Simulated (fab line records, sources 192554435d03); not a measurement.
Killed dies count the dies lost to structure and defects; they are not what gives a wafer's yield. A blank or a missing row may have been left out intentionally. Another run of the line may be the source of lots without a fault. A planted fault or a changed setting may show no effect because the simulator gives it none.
Lot-split experiment    flow n5-finfet    21 wafers read across 7 lots, on a route 1938 steps long

ON THE SPLIT
At N5_BEOL_M1_HM_DEP_02 (deposits TiN, target thk 20 nm), the setting target-thk-a was moved away from the recipe's 200 angstrom on 7 of the 21 wafers read, by -11.3% to +11.9%. All remaining wafers had this setting at the recipe value.

FROM THE SPLIT TO THE READING: what the file shows between them, 9 steps
- N5_BEOL_M1_COAT_61: time 60 s, resist thk 60 nm (also split here: spin-rpm)
- N5_BEOL_M1_COAT_62: time 60 s, resist thk 12 nm
- N5_BEOL_M1_COAT_73: time 60 s, resist thk 5 nm
- N5_BEOL_M1_ETCH_74: etches underlayer in N2/H2, target depth 6.5 nm, time 5.2 s
- N5_BEOL_M1_ETCH_63: etches SiARC in CF4, target depth 15.6 nm, time 26 s
- N5_BEOL_M1_ETCH_64: etches SOC in N2/H2, target depth 75 nm, overetch 15 nm, time 112.5 s
- N5_BEOL_M1_STRIP_65: strips in N2/H2
- N5_BEOL_M1_STRIP_75: strips in N2/H2
- N5_BEOL_M1_STRIP_66: strips in CF4

THE READING
etch.depth-nm (the simulator's own value, which no gauge read), in nm, at N5_BEOL_M1_HM_OPEN_17 (chemistry Cl2/BCl3, target TiN, target depth 20 nm, overetch 6 nm). The file gives no usual value for it. The 14 wafers here that ran the recipe average 20.17 nm, standard deviation 0.18 nm.

wafer   tool, chamber at the split  target-thk-a as run, angstrom  against the recipe  etch.depth-nm, nm  against lot-mates on the recipe
L076.1  pvd-sputter-01, -           200                            recipe              20.21              -
L076.5  pvd-sputter-01, -           211.9                          +6.0%               21.46              +1.19
L076.6  pvd-sputter-01, -           200                            recipe              20.33              -
L078.2  pvd-sputter-03, -           200                            recipe              20.06              -
L078.3  pvd-sputter-03, -           190.3                          -4.8%               18.89              -1.17
L078.5  pvd-sputter-03, -           190.3                          -4.8%               19.15              -0.91
L087.1  pvd-sputter-02, -           177.5                          -11.3%              17.86              -2.44
L087.5  pvd-sputter-02, -           177.5                          -11.3%              17.91              -2.39
L087.6  pvd-sputter-02, -           200                            recipe              20.3               -
L088.1  pvd-sputter-02, -           200                            recipe              20.28              -
L088.3  pvd-sputter-02, -           200                            recipe              20.14              -
L088.6  pvd-sputter-02, -           200                            recipe              20.19              -
L089.4  pvd-sputter-02, -           223.9                          +11.9%              22.36              +2.53
L089.5  pvd-sputter-02, -           200                            recipe              19.77              -
L089.6  pvd-sputter-02, -           200                            recipe              19.89              -
L091.1  pvd-sputter-02, -           200                            recipe              20.23              -
L091.4  pvd-sputter-02, -           213.7                          +6.9%               21.16              +1.07
L091.6  pvd-sputter-02, -           200                            recipe              19.96              -
L094.2  pvd-sputter-01, -           200                            recipe              20.19              -
L094.5  pvd-sputter-01, -           200                            recipe              20.42              -
L094.6  pvd-sputter-01, -           200                            recipe              20.37              -

THE FIT
A straight line over all 21 wafers: etch.depth-nm changes by +0.196 nm for each +1% of target-thk-a; r = +0.98; the points scatter about the line by 0.19 nm.
The same after taking each lot's own level away (the mean of its wafers on the recipe; 21 wafers): +0.207 nm for each +1%; r = +0.99; scatter 0.12 nm.
According to that fit, moving target-thk-a by its largest amount changes the reading by 2.5 nm.
The lots' own levels span 19.830 to 20.327 nm, that is 2.7 times the standard deviation above.
Hence the lot-to-lot level has little effect on the slope; both slopes agree.
Check: +2.41 nm against its lot-mates is what the line predicts for one of the wafers moved furthest among these (+11.9%) when that wafer is left out of the fit. It came out at +2.53 nm against them.

OTHER SPLITS ON THESE WAFERS
Note: prior to the reading, these wafers also went through further splits. Each is held against what the fit with the lots' levels taken away leaves over:
other split on the same wafers           wafers away from the commonest value  r with etch.depth-nm (lot level and that fit taken away)
N5_MOL_CONTACT_COAG_ALD_123 ald-cycles   6                                     +0.25
N5_MOL_CONTACT_COAG_COAT_76 spin-rpm     6                                     +0.13
N5_MOL_CONTACT_COAG_ETCH_124 bias-w      10                                    +0.14
N5_BEOL_M0_SAQP_ETCH_106 target-depth-a  6                                     +0.00
N5_BEOL_M0_SAQP_ETCH_107 bias-w          8                                     -0.12
N5_BEOL_M0_SPUTTER_116 time-s            10                                    +0.35
N5_BEOL_M1_COAT_61 spin-rpm              6                                     -0.41

THE WHOLE CHAIN: every reading that the file lists as answering this split, in the file's order
step                   what it does                                                       reading                                                                           change (the file's fit)                r (the file's)
N5_BEOL_M1_HM_DEP_02   deposits TiN, target thk 20 nm                                     TiN_of_BEOL_M1_HM_DEP_02.thk-nm (the simulator's own value, which no gauge read)  +0.202 nm for each +1% of the setting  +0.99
N5_BEOL_M1_HM_OPEN_17  chemistry Cl2/BCl3, target TiN, target depth 20 nm, overetch 6 nm  etch.depth-nm (the simulator's own value, which no gauge read)                    +0.205 nm for each +1% of the setting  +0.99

FILE'S OWN FIT
etch.depth-nm changes by +0.205 nm for each +1% of target-thk-a, r = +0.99.
